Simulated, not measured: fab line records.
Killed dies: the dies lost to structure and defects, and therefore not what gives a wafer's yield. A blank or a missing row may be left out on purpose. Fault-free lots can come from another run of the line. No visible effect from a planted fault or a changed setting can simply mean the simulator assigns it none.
The tool behind it: which one? + flow n5Finfet + 24 lots with 72 wafers sampled at 2 steps, on a route of 1938 steps

== WHAT THE GAUGES SHOWED, per wafer ==
N5_BEOL_M1_CD_MEAS_28: target cd y 23.3 nm. Usual: cdNm reads 24.05 nm (standard deviation 0.27).
| lot  | measured     | on       | cdNm (nm)         | flag |
|------|--------------|----------|-------------------|------|
| L074 | day 6 04:36  | cdSem-01 | 24.45 23.81 24.58 |      |
| L075 | day 6 09:10  | cdSem-02 | 24.30 24.21 23.83 |      |
| L076 | day 6 18:32  | cdSem-03 | 24.40 24.18 24.33 |      |
| L077 | day 6 22:12  | cdSem-02 | 24.34 23.30 24.14 |      |
| L079 | day 7 09:43  | cdSem-02 | 24.02 24.30 23.95 |      |
| L078 | day 7 13:08  | cdSem-01 | 24.49 24.01 24.44 |      |
| L080 | day 7 17:14  | cdSem-01 | 24.39 24.31 24.26 |      |
| L081 | day 7 19:21  | cdSem-01 | 24.31 23.80 24.38 |      |
| L082 | day 8 11:22  | cdSem-03 | 23.85 24.11 23.96 |      |
| L083 | day 8 20:49  | cdSem-01 | 24.44 23.62 24.01 |      |
| L084 | day 8 21:16  | cdSem-03 | 24.45 23.92 23.47 |      |
| L085 | day 9 08:01  | cdSem-03 | 24.06 23.79 23.68 |      |
| L086 | day 9 11:43  | cdSem-01 | 24.17 24.17 24.19 |      |
| L088 | day 9 19:05  | cdSem-01 | 23.83 24.72 24.32 |      |
| L087 | day 9 19:19  | cdSem-01 | 23.82 23.74 23.74 |      |
| L090 | day 10 04:08 | cdSem-03 | 24.17 24.00 24.26 |      |
| L089 | day 10 04:33 | cdSem-01 | 23.30 23.85 23.61 |      |
| L091 | day 10 10:46 | cdSem-02 | 24.18 23.98 23.85 |      |
| L092 | day 10 13:11 | cdSem-02 | 23.69 24.09 23.87 |      |
| L093 | day 11 04:21 | cdSem-01 | 23.88 24.09 23.86 |      |
| L094 | day 11 04:58 | cdSem-02 | 24.13 24.04 23.88 |      |
| L095 | day 11 17:30 | cdSem-01 | 24.09 24.05 23.66 |      |
| L096 | day 11 22:44 | cdSem-01 | 23.83 24.34 24.05 |      |
| L097 | day 12 02:22 | cdSem-03 | 23.90 24.13 23.90 |      |

== EACH LOT AND THE TOOL THAT RAN IT (in order: tool; ch and the chambers of the sampled wafers; start) ==
| lot  | N5_BEOL_M0_PRE_CLEAN_131        |
|------|---------------------------------|
| L074 | cvdCo-02 ch 0,1, day 6 01:40    |
| L075 | cvdCo-01 ch 0,2, day 6 05:50    |
| L076 | cvdCo-01 ch 0,2, day 6 15:38    |
| L077 | cvdCo-02 ch 0,2, day 6 18:50    |
| L079 | cvdCo-02 ch 0,1,2, day 7 07:31  |
| L078 | cvdCo-01 ch 0,1, day 7 10:19    |
| L080 | cvdCo-01 ch 0,1,2, day 7 14:39  |
| L081 | cvdCo-02 ch 0,1,2, day 7 16:15  |
| L082 | cvdCo-01 ch 0,2, day 8 09:02    |
| L083 | cvdCo-02 ch 0,1,2, day 8 16:03  |
| L084 | cvdCo-01 ch 0,1,2, day 8 18:05  |
| L085 | cvdCo-01 ch 1,2, day 9 05:19    |
| L086 | cvdCo-02 ch 0,1,2, day 9 09:25  |
| L088 | cvdCo-02 ch 0,1,2, day 9 13:28  |
| L087 | cvdCo-02 ch 0,1, day 9 14:07    |
| L090 | cvdCo-01 ch 0,1,2, day 9 21:25  |
| L089 | cvdCo-01 ch 0,1,2, day 9 22:19  |
| L091 | cvdCo-02 ch 0,1,2, day 10 06:37 |
| L092 | cvdCo-01 ch 0,2, day 10 10:00   |
| L093 | cvdCo-01 ch 0,1,2, day 11 00:31 |
| L094 | cvdCo-01 ch 0,1, day 11 01:16   |
| L095 | cvdCo-01 ch 1,2, day 11 15:12   |
| L096 | cvdCo-01 ch 0,1,2, day 11 20:33 |
| L097 | cvdCo-02 ch 0,1, day 11 23:34   |
- N5_BEOL_M0_PRE_CLEAN_131: time 15 s.

== WHAT THE TOOLS THEMSELVES READ (means of the sampled wafers that have a number; where no wafer has one, the mark that the record gives instead) ==
N5_BEOL_M0_PRE_CLEAN_131. Usual: heaterPowerW reads 90 W (standard deviation 15).
| lot  | tool     | heaterPowerW (W) | flag |
|------|----------|------------------|------|
| L074 | cvdCo-02 | 93               |      |
| L075 | cvdCo-01 | 88               |      |
| L076 | cvdCo-01 | 97               |      |
| L077 | cvdCo-02 | 75               |      |
| L079 | cvdCo-02 | 88               |      |
| L078 | cvdCo-01 | 103              |      |
| L080 | cvdCo-01 | 92               |      |
| L081 | cvdCo-02 | 87               |      |
| L082 | cvdCo-01 | 90               |      |
| L083 | cvdCo-02 | 88               |      |
| L084 | cvdCo-01 | 94               |      |
| L085 | cvdCo-01 | 88               |      |
| L086 | cvdCo-02 | 87               |      |
| L088 | cvdCo-02 | 87               |      |
| L087 | cvdCo-02 | 75               |      |
| L090 | cvdCo-01 | 92               |      |
| L089 | cvdCo-01 | 93               |      |
| L091 | cvdCo-02 | 86               |      |
| L092 | cvdCo-01 | 89               |      |
| L093 | cvdCo-01 | 93               |      |
| L094 | cvdCo-01 | 97               |      |
| L095 | cvdCo-01 | 90               |      |
| L096 | cvdCo-01 | 93               |      |
| L097 | cvdCo-02 | 85               |      |

== THE ANSWER, worked out from the rows above alone ==
Rule: a lot counts as off when the mean over its wafers that have a number is more than 3 standard deviations away from the usual mean. Also off: a lot with no number at a reading for which 4 or more lots have one. Where the step has rows for the other lots, those lots are counted as sound. First the gauges in route order, then the tools' own readings, where a lot's mean is used as printed above. The first step at which some lot is off is used, and at that step the reading that is off furthest; a lot without a number counts as furthest.
No lot is off at any reading shown: from this, nothing can be told.

== WHAT WAS PUT IN BY THE SIMULATOR ==
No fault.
